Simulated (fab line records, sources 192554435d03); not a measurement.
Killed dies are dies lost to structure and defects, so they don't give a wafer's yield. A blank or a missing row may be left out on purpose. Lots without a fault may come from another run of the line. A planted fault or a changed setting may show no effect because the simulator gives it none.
fab line records | flow n5_finfet
record lots=13 wafers=37 last_day=17
route steps=1938 shown BEOL_M4@1106 BEOL_M5@1112
lots that met no fault: from a run of the same line without faults
start_h: hours from the record's first day to the start of the lot's first wafer shown | wait_h: hours since the lot's step before | " the same as in the row above | L1.1+2: a row that stands for several wafers | - no value, or no start given | * or withheld: withheld | < > ~ a bound
route shown NAME@n: a module of which the file shows steps, and the number in the route of the first | usual: mean/standard deviation of fault-free wafers | same: alike in all rows | chamber/n: place in a boat | sites: the reading at each site | _std_site: their standard deviation | _edge_site: outer sites' mean less inner sites' | radius_mm: how far each site lies from the wafer's centre | mask NAME#n: copy n | behind: the tool/chamber that last shaped the wafer | hold: why the lot was held/for how many hours/how that ended | device: the transistor (n, p or np) that didn't switch | end of line: the same wafers' tests at the end of the route | a step without rows: its recipe alone | killed: dies lost to structure and defects at the first sort, not the wafer's yield | map: a wafer's dies, x killed, . not, _ none there
set.NAME: the setting as run; set.NAME@STEP: as run at that earlier step | model.NAME: the simulator's own value behind a step, which no gauge read
steps of the route over a sample of lots; a table a step, a row a wafer
services: from which hour (start_h, from the record's first day; less than 0 if before it) a tool's chamber was out of use, for how many hours, and why
## steps
# step N5_BEOL_M4_CO_CAP_55
# recipe material=Co target_thk_a=20 temp_c=200 precursor=CCTBA/H2 pressure_torr=30 time_s=102.1
# usual heater_power_w=240/22
# columns lot.wafer tool chamber start_h wait_h heater_power_w
L394.1 cvd_co-02 0 161.05 0.0 220
L394.3 " 2 " " 252
L394.5 " 0 " " 229
L396.2 cvd_co-02 0 173.32 0.0 220
L396.4 " 2 " " 246
L398.1 cvd_co-02 0 182.31 0.0 222
L398.4 " 2 " " 251
L398.6 " 0 " " 232
L399.1 cvd_co-01 1 194.80 0.0 275
L399.2 " 0 " " 210
L399.3 " 2 " " 236
L400.1 cvd_co-01 2 202.43 0.0 235
L400.5 " 0 " " 212
L400.6 " 1 " " 273
L401.1 cvd_co-01 1 204.62 0.0 269
L401.5 " 0 " " 208
L403.1 cvd_co-02 2 220.78 0.0 248
L403.2 " 0 " " 225
L403.5 " 1 " " 253
L411.1 cvd_co-02 2 266.55 0.0 249
L411.2 " 0 " " 224
L411.6 " 1 " " 260
L412.1 cvd_co-01 2 273.43 0.0 231
L412.2 " 1 " " 271
L412.3 " 0 " " 211
L413.1 cvd_co-01 1 290.69 0.0 275
L413.2 " 0 " " 214
L413.3 " 2 " " 236
L415.1 cvd_co-01 0 294.25 0.0 211
L415.3 " 1 " " 265
L415.6 " 1 " " 270
L416.2 cvd_co-02 0 305.02 0.0 216
L416.3 " 1 " " 252
L416.6 " 2 " " 244
L417.1 cvd_co-02 1 306.82 0.0 259
L417.3 " 0 " " 227
L417.6 " 2 " " 254
# step N5_BEOL_M5_ILD_DEP_00
# recipe material=SiCOH_lowk target_thk_a=1406.4 temp_c=300 precursor=DEMS/porogen pressure_torr=5 rf_w=500 time_s=25.9
# usual heater_power_w=309/34 showerhead_plenum_p_Torr=5.748/0.017 throttle_valve_pct=13.6/0.91
# columns lot.wafer tool chamber start_h wait_h heater_power_w showerhead_plenum_p_Torr throttle_valve_pct
L394.1 pecvd-02 1 162.31 0.8 342 5.753 13.8
L394.3 " 2 " " 291 5.747 13.5
L394.5 " 0 " " 304 5.733 15.1
L396.2 pecvd-01 0 174.52 0.7 286 5.757 13.0
L396.4 " 1 " " 300 5.711 13.8
L398.1 pecvd-02 2 183.51 0.8 303 5.729 13.3
L398.4 " 0 " " 290 5.737 15.0
L398.6 " 1 " " 331 5.761 14.2
L399.1 pecvd-04 2 196.00 0.8 381 5.724 12.3
L399.2 " 0 " " 263 5.753 13.0
L399.3 " 1 " " 338 5.769 14.2
L400.1 pecvd-02 1 203.66 0.8 299 5.743 13.9
L400.5 " 2 " " 279 5.733 13.6
L400.6 " 1 " " 306 5.756 13.8
L401.1 pecvd-04 0 205.82 0.8 329 5.747 13.2
L401.5 " 1 " " 352 5.781 14.7
L403.1 pecvd-01 0 222.01 0.8 229 5.765 13.2
L403.2 " 1 " " 305 5.731 13.9
L403.5 " 0 " " 240 5.769 13.1
L411.1 pecvd-04 1 267.74 0.8 374 5.777 14.5
L411.2 " 0 " " 321 5.744 13.1
L411.6 " 0 " " 320 5.752 13.1
L412.1 pecvd-04 0 274.63 0.8 246 5.758 12.8
L412.2 " 2 " " 327 5.745 12.2
L412.3 " 0 " " 252 5.756 13.1
L413.1 pecvd-04 1 292.38 0.8 357 5.762 14.7
L413.2 " 0 " " 268 5.760 13.1
L413.3 " 2 " " 317 5.744 12.2
L415.1 pecvd-02 2 295.46 0.8 285 5.739 13.5
L415.3 " 0 " " 297 5.728 15.3
L415.6 " 0 " " 298 5.745 15.2
L416.2 pecvd-04 2 306.22 0.7 333 5.742 12.1
L416.3 " 0 " " 329 5.760 13.4
L416.6 " 0 " " 246 5.765 13.2
L417.1 pecvd-01 0 308.02 0.8 274 5.754 13.0
L417.3 " 2 " " 318 5.733 12.5
L417.6 " 0 " " 275 5.751 13.2
# step N5_BEOL_M5_OVL_MEAS_12
# recipe points_per_wafer=522
# usual M5_OVL=0.0/0.78
# columns lot.wafer tool chamber start_h wait_h M5_OVL[nm]
L394.1 overlay-02 0 164.58 0.0 0.3
L394.3 " 0 " " 0.1
L394.5 " 0 " " 0.7
L396.2 overlay-01 0 176.04 0.0 -0.7
L396.4 " 0 " " -1.0
L398.1 overlay-02 0 186.59 0.0 -0.7
L398.4 " 0 " " 0.5
L398.6 " 0 " " -0.9
L399.1 overlay-02 0 197.76 0.0 1.1
L399.2 " 0 " " 1.9
L399.3 " 0 " " 1.2
L400.1 overlay-01 0 205.24 0.0 0.2
L400.5 " 0 " " -1.1
L400.6 " 0 " " 0.7
L401.1 overlay-02 0 207.51 0.0 -1.4
L401.5 " 0 " " -1.5
L403.1 overlay-02 0 224.36 0.0 -0.5
L403.2 " 0 " " 0.1
L403.5 " 0 " " 0.5
L411.1 overlay-01 0 270.44 0.0 0.0
L411.2 " 0 " " -0.5
L411.6 " 0 " " -1.0
L412.1 overlay-01 0 276.44 0.0 -0.1
L412.2 " 0 " " 0.3
L412.3 " 0 " " 0.4
L413.1 overlay-02 0 294.89 0.0 -0.2
L413.2 " 0 " " -0.4
L413.3 " 0 " " -1.1
L415.1 overlay-01 0 297.00 0.0 -0.2
L415.3 " 0 " " 0.5
L415.6 " 0 " " -0.3
L416.2 overlay-02 0 310.04 0.0 0.7
L416.3 " 0 " " 0.0
L416.6 " 0 " " 1.2
L417.1 overlay-02 0 310.93 0.0 0.0
L417.3 " 0 " " -1.0
L417.6 " 0 " " -0.8
# step N5_BEOL_M5_COAT_66
# recipe resist=SiARC temp_c=220 time_s=60 spin_rpm=1500 resist_thk_nm=12
# usual chill_plate_temp_C=23.00/0.11 spin_speed_rpm=1500.0/0.96
# columns lot.wafer tool chamber start_h wait_h chill_plate_temp_C spin_speed_rpm
L394.1 litho_track-03 0 168.49 - 22.85 1500.0
L394.3 " 0 " " 22.85 1499.1
L394.5 " 0 " " 22.79 1500.5
L396.2 litho_track-01 0 176.59 - 22.93 1500.3
L396.4 " 0 " " 22.77 1499.1
L398.1 litho_track-03 0 187.85 - 22.86 1502.1
L398.4 " 0 " " 23.14 1498.8
L398.6 " 0 " " 23.07 1500.5
L399.1 litho_track-02 0 198.43 - 23.00 1498.9
L399.2 " 0 " " 22.92 1501.3
L399.3 " 0 " " 23.04 1500.1
L400.1 litho_track-03 0 205.80 - 22.98 1500.5
L400.5 " 0 " " 22.82 1498.7
L400.6 " 0 " " 22.90 1500.5
L401.1 litho_track-01 0 209.28 - 22.79 1500.7
L401.5 " 0 " " 23.07 1501.8
L403.1 litho_track-01 0 225.94 - 22.94 1499.1
L403.2 " 0 " " 22.92 1499.9
L403.5 " 0 " " 22.93 1498.9
L411.1 litho_track-01 0 271.94 - 23.01 1322.9
L411.2 " 0 " " 22.81 1322.1
L411.6 " 0 " " 22.93 1322.2
L412.1 litho_track-01 0 278.35 - 23.02 1321.7
L412.2 " 0 " " 23.00 1323.1
L412.3 " 0 " " 23.02 1320.9
L413.1 litho_track-01 0 295.46 - 23.12 1323.2
L413.2 " 0 " " 23.00 1322.5
L413.3 " 0 " " 22.99 1320.7
L415.1 litho_track-03 0 299.51 - 22.98 1500.0
L415.3 " 0 " " 22.89 1501.0
L415.6 " 0 " " 22.95 1498.5
L416.2 litho_track-02 0 310.82 - 22.93 1499.6
L416.3 " 0 " " 23.09 1501.7
L416.6 " 0 " " 22.96 1500.6
L417.1 litho_track-03 0 312.80 - 23.11 1499.7
L417.3 " 0 " " 23.23 1499.7
L417.6 " 0 " " 23.03 1499.4
## services
# columns tool chamber start_h hours kind
pecvd-04 - 137.74 1.3 repair
pecvd-04 2 140.57 11.5 repair
pecvd-02 2 142.43 2.1 scheduled_down
cvd_co-02 1 145.86 17.7 repair
pecvd-01 1 150.37 12.9 repair
pecvd-02 1 152.91 1.9 repair
pecvd-04 - 180.14 0.9 repair
pecvd-01 - 198.46 1.8 repair
pecvd-04 1 209.48 10.2 repair
litho_track-03 - 211.68 - consumable_replace:filter
pecvd-02 - 225.45 14.6 pm
pecvd-01 0 226.24 23.5 repair
pecvd-01 2 233.26 6.5 repair
cvd_co-01 0 233.88 3.6 repair
pecvd-01 - 237.10 5.5 pm
pecvd-01 - 246.30 0.3 repair
pecvd-02 1 253.92 5.5 scheduled_down
pecvd-04 1 256.77 2.0 repair
cvd_co-01 0 258.49 3.1 repair
pecvd-01 - 265.34 11.7 repair
pecvd-04 1 272.86 2.1 scheduled_down
pecvd-02 0 277.57 2.1 scheduled_down
pecvd-04 - 288.42 0.8 repair
pecvd-02 2 305.69 20.6 repair
## key
first_sign step=N5_BEOL_M5_COAT_66 reading=spin_speed_rpm direction=down sigmas=99+ usual=* struck=*
effect none on later readings
met_at N5_BEOL_M5_COAT_66
struck_lots L411,L412,L413
not_acting_at N5_BEOL_M4_CO_CAP_55,N5_BEOL_M5_ILD_DEP_00,N5_BEOL_M5_OVL_MEAS_12
onset_between 225.94 271.94
fault kind=process_parameter_drift tool=litho_track-01 chamber=- onset_h=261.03 steps=N5_BEOL_M5_COAT_66 channel=spin_rpm offset=* shape=step end_h=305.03 acts_in=* stated=*
